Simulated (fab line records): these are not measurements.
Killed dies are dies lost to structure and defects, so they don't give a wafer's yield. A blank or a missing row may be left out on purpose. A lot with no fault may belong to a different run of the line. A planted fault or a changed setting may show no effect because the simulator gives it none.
Matching of chambers    flow nand-harc    NHARC_A_ZERO_WELL_ETCH_13 on rie-si-02: 3 sister chambers
The step etches the open film in HBr/Cl2, target depth 120 nm, time 40.1 s. 6 wafers are shown with their chamber, then 3 later ones without.

== WAFERS WITH THEIR CHAMBER ==
wafer   chamber  drypump-motor-current-A (A)  oes-product-au (a.u.)
L077.4  3        6.4                          0.995
L078.3  2        5.8                          1.011
L079.1  2        5.7                          1.009
L079.5  1        5.5                          0.981
L091.1  1        5.5                          1.002
L091.2  3        6.4                          1.016

== WAFERS WITH NO CHAMBER GIVEN ==
wafer   drypump-motor-current-A (A)  oes-product-au (a.u.)
L093.1  5.6                          1.011
L093.6  5.7                          0.989
L094.2  5.5                          1.000

== EACH ONE'S CHAMBER ==
wafer   from the rows above      in truth
L093.1  can't be placed: 1 or 2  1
L093.6  2                        2
L094.2  1                        1
Placed correctly: 2 of 3. These rows do not allow placing 1 (true chamber among the candidates in 1). Wrongly placed: 0.
How it was worked out, from the rows above alone: a wafer's distance from a chamber is the root of the sum, over the readings, of the square of ((its reading less the chamber's mean) divided by the reading's scatter). If the next closest chamber is less than 2 further off than the closest, the wafer can't be placed; otherwise it belongs to the closest. A chamber's mean is the mean of its shown wafers. The scatter is the square root of a quotient: the sum, over the shown wafers, of each reading's squared deviation from its chamber's mean, divided by wafers minus chambers.
